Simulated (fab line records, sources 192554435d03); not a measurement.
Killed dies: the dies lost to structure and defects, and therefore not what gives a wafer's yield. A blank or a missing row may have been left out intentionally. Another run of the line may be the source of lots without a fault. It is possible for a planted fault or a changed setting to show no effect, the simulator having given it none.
Matching of chambers ; flow n5 finfet ; 4 sister chambers for N5_BEOL_M11_DESCUM_16 on rie diel-06
The step chemistry O2, time 7.9 s. 7 wafers are shown with their chamber, then 7 later ones without.

WAFERS PAIRED WITH THEIR CHAMBERS
wafer;chamber;drypump motor current A (A);throttle valve pct (%)
L080.4;0;5.5;20.70
L081.2;1;5.3;20.52
L081.6;1;5.3;20.53
L087.5;2;5.7;20.85
L087.6;3;6.7;20.20
L089.1;3;6.8;20.22
L089.4;2;5.7;20.88

WAFERS MISSING THEIR CHAMBER
wafer;drypump motor current A (A);throttle valve pct (%)
L089.6;6.8;20.22
L091.3;5.5;20.74
L091.4;6.8;20.23
L091.6;5.3;20.56
L092.1;5.7;20.87
L092.3;5.5;20.74
L092.6;6.7;20.22

EACH ONE'S CHAMBER
wafer;from the rows above;in truth
L089.6;3;3
L091.3;0;0
L091.4;3;3
L091.6;1;1
L092.1;2;2
L092.3;0;0
L092.6;3;3
Placed correctly: 7 of 7. From these rows, 0 cannot be placed. Wrongly placed: 0.
How it was worked out, from the rows above alone: a wafer's distance from a chamber is the root of the sum, over the readings, of the square of ((its reading less the chamber's mean) divided by the reading's scatter). The wafer belongs to the nearest chamber; if the next one is less than 2 further off, it can't be placed. A chamber's mean is the mean of its shown wafers. The scatter is the square root of a quotient: the sum, over the shown wafers, of each reading's squared deviation from its chamber's mean, divided by wafers minus chambers.
